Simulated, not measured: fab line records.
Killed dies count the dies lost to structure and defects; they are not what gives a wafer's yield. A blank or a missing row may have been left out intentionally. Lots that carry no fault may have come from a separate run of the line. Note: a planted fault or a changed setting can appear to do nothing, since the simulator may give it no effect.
Lot-split experiment -- flow n5-finfet -- 7 lots, 21 wafers read, on a route of 1938 steps

## ABOUT THE SPLIT
At N5_BEOL_M0_SAQP_COAT_08 (resist thk 90 nm), the setting spin-rpm was moved away from the recipe's 1500 rpm on 7 of the 21 wafers read, by +5.5% to +9.1%. All remaining wafers had this setting at the recipe value.

Reading taken at the split's own step.

## THE READING
CAR-ArF_of_BEOL_M0_SAQP_COAT_08.thk-nm (the simulator's own value, which no gauge read), in nm, at N5_BEOL_M0_SAQP_COAT_08 (resist thk 90 nm). There is no usual value for it anywhere in the file. Across the 14 wafers here that went through the recipe, the average is 90.2 nm and the standard deviation 0.19 nm.

wafer,"tool, chamber at the split","spin-rpm as run, rpm",against the recipe,"CAR-ArF_of_BEOL_M0_SAQP_COAT_08.thk-nm, nm",against lot-mates on the recipe
L074.3,"litho-track-01, 0",1500,recipe,90.2,-
L074.5,"litho-track-01, 0",1618,+7.9%,86.8,-3.5
L074.6,"litho-track-01, 0",1500,recipe,90.4,-
L078.2,"litho-track-02, 0",1500,recipe,90.2,-
L078.5,"litho-track-02, 0",1500,recipe,90.2,-
L078.6,"litho-track-02, 0",1500,recipe,90.4,-
L079.1,"litho-track-03, 0",1631,+8.7%,86.4,-3.6
L079.3,"litho-track-03, 0",1631,+8.7%,86.4,-3.6
L079.2,"litho-track-03, 0",1500,recipe,90,-
L085.1,"litho-track-01, 0",1500,recipe,90.2,-
L085.3,"litho-track-01, 0",1637,+9.1%,86,-4.2
L085.6,"litho-track-01, 0",1637,+9.1%,86.4,-3.8
L094.4,"litho-track-02, 0",1582,+5.5%,87.6,-2.6
L094.5,"litho-track-02, 0",1500,recipe,90.2,-
L094.6,"litho-track-02, 0",1582,+5.5%,87.8,-2.4
L096.2,"litho-track-03, 0",1500,recipe,90.2,-
L096.3,"litho-track-03, 0",1500,recipe,90.2,-
L096.6,"litho-track-03, 0",1500,recipe,90.4,-
L097.2,"litho-track-01, 0",1500,recipe,90,-
L097.3,"litho-track-01, 0",1500,recipe,89.8,-
L097.4,"litho-track-01, 0",1500,recipe,89.8,-

FIT RESULTS
A straight line over all 21 wafers: CAR-ArF_of_BEOL_M0_SAQP_COAT_08.thk-nm changes by -0.433 nm for each +1% of spin-rpm; r = -0.99; the points scatter about the line by 0.18 nm.
The same after taking each lot's own level away (the mean of its wafers on the recipe; 21 wafers): -0.432 nm for each +1%; r = -1.00; scatter 0.13 nm.
That fit puts the effect of the largest move of spin-rpm on the reading at 3.9 nm.
The span of the lots' own levels, 89.87 to 90.30 nm, comes to 2.3 times the standard deviation stated above.
The two slopes are in agreement: the lot-to-lot level therefore moves the slope only a little.
Check: with one of the wafers moved furthest among these (+9.1%) left out of the fit, the line predicts -3.89 nm for it against its lot-mates. Against them it came out at -4.2 nm.

## THESE WAFERS: OTHER SPLITS
Note: prior to the reading, these wafers also went through further splits. Each is held against what the fit with the lots' levels taken away leaves over:
other split on the same wafers,wafers away from the commonest value,r with CAR-ArF_of_BEOL_M0_SAQP_COAT_08.thk-nm (lot level and that fit taken away)
N5_MOL_CONTACT_COAG_COAT_02 spin-rpm,4,+0.01
N5_MOL_CONTACT_COAG_ALD_27 ald-cycles,7,-0.03
N5_MOL_CONTACT_COAG_ALD_123 ald-cycles,8,+0.32
N5_MOL_CONTACT_COAG_ETCHBACK_135 time-s,8,+0.61
N5_MOL_CONTACT_COAG_VIA_ETCH_46 bias-w,9,-0.01

## THE FILE'S OWN FIT
CAR-ArF_of_BEOL_M0_SAQP_COAT_08.thk-nm changes by -0.434 nm for each +1% of spin-rpm, r = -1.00.
